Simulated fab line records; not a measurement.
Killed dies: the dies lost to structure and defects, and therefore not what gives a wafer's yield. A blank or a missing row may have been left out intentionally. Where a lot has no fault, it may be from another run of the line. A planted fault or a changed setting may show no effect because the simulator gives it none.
Struck lot and sound lot, side by side :: flow n5-finfet :: 37 steps out of a route of 1938
Sound: wafers L806.2, L806.4, L806.6. Struck: wafer L816.1. (L816.3, L816.4 of the same lot were not struck and are left out.) The cause comes at the end.
Per side, at each step with rows, come the tool, then ch with its chambers, and then its first start. Under that, the readings that differ: sound wafers :: struck wafers :: difference of the means :: sigmas: that difference in standard deviations of wafers without a fault.
alike: readings with means less than 2 such deviations apart, plus words and numbers identical on both sides. not compared: withheld readings, readings lacking a value on some wafer, bounds such as >300 that could conceal the same value, and numbers that have no deviation in the record and whose values overlap.
A row with sigmas, a row that says differs or no value, or rows on one side alone: a step with any of these is where the two part. Non-overlapping numbers with no deviation appear without sigmas and do not part them. A reading that every wafer of one side lacks parts them only if that side has two wafers or more.

first, 9 steps without rows for these wafers: N5_BEOL_M4_ANNEAL_95 (time 240 s); N5_BEOL_M4_SPUTTER_96 (material Cu, target thk 4.5 nm, time 8.29 s); N5_BEOL_M4_ECD_50 (material Cu, target thk 300 nm); N5_BEOL_M4_ANNEAL_51 (time 90 s); N5_BEOL_M4_CMP_52 (polishes, stops on SiOC, t overpolish 6.8 s, target thk 40 nm); N5_BEOL_M4_PRE_CLEAN_60 (time 15 s); N5_BEOL_M4_CO_CAP_55 (material Co, precursor CCTBA/H2, target thk 2 nm, time 102.1 s); N5_BEOL_M4_PRE_CLEAN_56 (time 15 s); N5_BEOL_M4_DEP_57 (deposits SiCN from 3MS/NH3, target thk 8 nm, time 14 s).
N5_BEOL_M4_RC_MEAS_101:
  sound on prober-02 ch 0, day 8 19:04; struck on prober-02 ch 0, day 11 20:48
  alike: DIBL_N, DIBL_P, IOFF_N, IOFF_P, ION_N, ION_P, SS_N, SS_P, VT_N, VT_P
then, 24 steps without rows for these wafers: N5_BEOL_M5_ILD_DEP_00 (deposits SiCOH lowk from DEMS/porogen, target thk 140.64 nm, time 25.9 s); N5_BEOL_M5_CURE_79 (cures SiCOH lowk, time 240 s); N5_BEOL_M5_PECVD_70 (deposits SiO2 from TEOS/O2, target thk 16 nm, time 18 s); N5_BEOL_M5_HM_DEP_02 (deposits TiN, target thk 20 nm); N5_BEOL_M5_COAT_59 (time 60 s, resist thk 60 nm); N5_BEOL_M5_COAT_60 (time 60 s, resist thk 12 nm); N5_BEOL_M5_COAT_71 (time 60 s, resist thk 5 nm); N5_BEOL_M5_COAT_05 (resist thk 30 nm); N5_BEOL_M5_EBR_07; N5_BEOL_M5_SOFTBAKE_06 (time 60 s); N5_BEOL_M5_EXPOSE_08 (exposes mask M5, target cd 28 nm); N5_BEOL_M5_PEB_09 (peb time 60 s); N5_BEOL_M5_DEVELOP_10 (develop time 30 s); N5_BEOL_M5_DESCUM_16 (chemistry O2, time 7 s); N5_BEOL_M5_ETCH_72 (etches underlayer in N2/H2, target depth 6.5 nm, time 5.2 s); N5_BEOL_M5_ETCH_61 (etches SiARC in CF4, target depth 15.6 nm, time 26 s); N5_BEOL_M5_ETCH_62 (etches SOC in N2/H2, target depth 75 nm, overetch 15 nm, time 112.5 s); N5_BEOL_M5_STRIP_63 (strips in N2/H2); N5_BEOL_M5_STRIP_73 (strips in N2/H2); N5_BEOL_M5_STRIP_64 (strips in CF4); N5_BEOL_M5_HM_OPEN_17 (chemistry Cl2/BCl3, target TiN, target depth 20 nm, overetch 6 nm); N5_BEOL_M5_STRIP_19 (strips in O2); N5_BEOL_M5_COAT_65 (time 60 s, resist thk 60 nm); N5_BEOL_M5_COAT_66 (time 60 s, resist thk 12 nm).
-- the record jumps here: 2 days lie between the struck wafers' starts before and after (it left off in module BEOL_M5 and takes up again in module BEOL_M10, whose first step shown is number 1524 of the route) --
N5_BEOL_M10_ALD_74: deposits TaN, target thk 2 nm, pulse time 2 s, purge time 3 s.
  sound on ald-metal-01 ch 0,2,3, day 10 22:29; struck on ald-metal-01 ch 1, day 14 02:46
reading: ald-cycles
sound: 40 40 40
struck: 18
difference: -22
sigmas: 

reading: model.TaN_of_BEOL_M10_ALD_74.thk-nm (nm)
sound: 2 2 2
struck: 1
difference: -1
sigmas: 
  alike: heater-power-w, precursor-vessel-pressure-torr, precursor-vessel-temp-c
N5_BEOL_M15_RC_MEAS_101:
  sound on prober-01 ch 0, day 12 14:01; struck on prober-02 ch 0, day 15 14:47
reading: COMB_M10 (S/m)
sound: 1.3e-11 1e-11 1e-11
struck: 1.75e-10
difference: +1.64e-10
sigmas: +47

reading: COMB_M10_max_site (S/m)
sound: 1.9e-11 1.9e-11 1.5e-11
struck: 2.77e-10
difference: +2.59e-10
sigmas: +47

reading: COMB_M12 (S/m)
sound: 3.5e-12 4.5e-12 5.2e-12
struck: 8.9e-12
difference: +4.5e-12
sigmas: +3

reading: COMB_M13 (S/m)
sound: 2.9e-12 3.4e-12 2.4e-12
struck: 5.8e-12
difference: +2.9e-12
sigmas: +2

reading: COMB_M15 (S/m)
sound: 2e-12 1.5e-12 1.5e-12
struck: 3.4e-12
difference: +1.7e-12
sigmas: +2

reading: COMB_M15_max_site (S/m)
sound: 2.5e-12 2.1e-12 2.5e-12
struck: 4.4e-12
difference: +2.0e-12
sigmas: +2

reading: SERP_M8_max_site (ohm/um)
sound: 14.1 12.7 13.1
struck: 15.2
difference: +1.9
sigmas: +3
  alike: COMB_M11, COMB_M14, COMB_M5, COMB_M6, COMB_M6_max_site, COMB_M7, COMB_M8, COMB_M9, SERP_M10, SERP_M11, SERP_M12, SERP_M13, SERP_M14, SERP_M5, SERP_M6, SERP_M7, SERP_M8, SERP_M9, SERP_M9_max_site
N5_PASSIVATION_PROBE_49:
  rows exist in the record for the struck wafers here (prober-02, day 16 07:35), but not for the sound ones

## WHERE THEY PART
Earliest at N5_BEOL_M15_RC_MEAS_101; latest, in this record, at N5_PASSIVATION_PROBE_49.

WHY: what the simulator had put in
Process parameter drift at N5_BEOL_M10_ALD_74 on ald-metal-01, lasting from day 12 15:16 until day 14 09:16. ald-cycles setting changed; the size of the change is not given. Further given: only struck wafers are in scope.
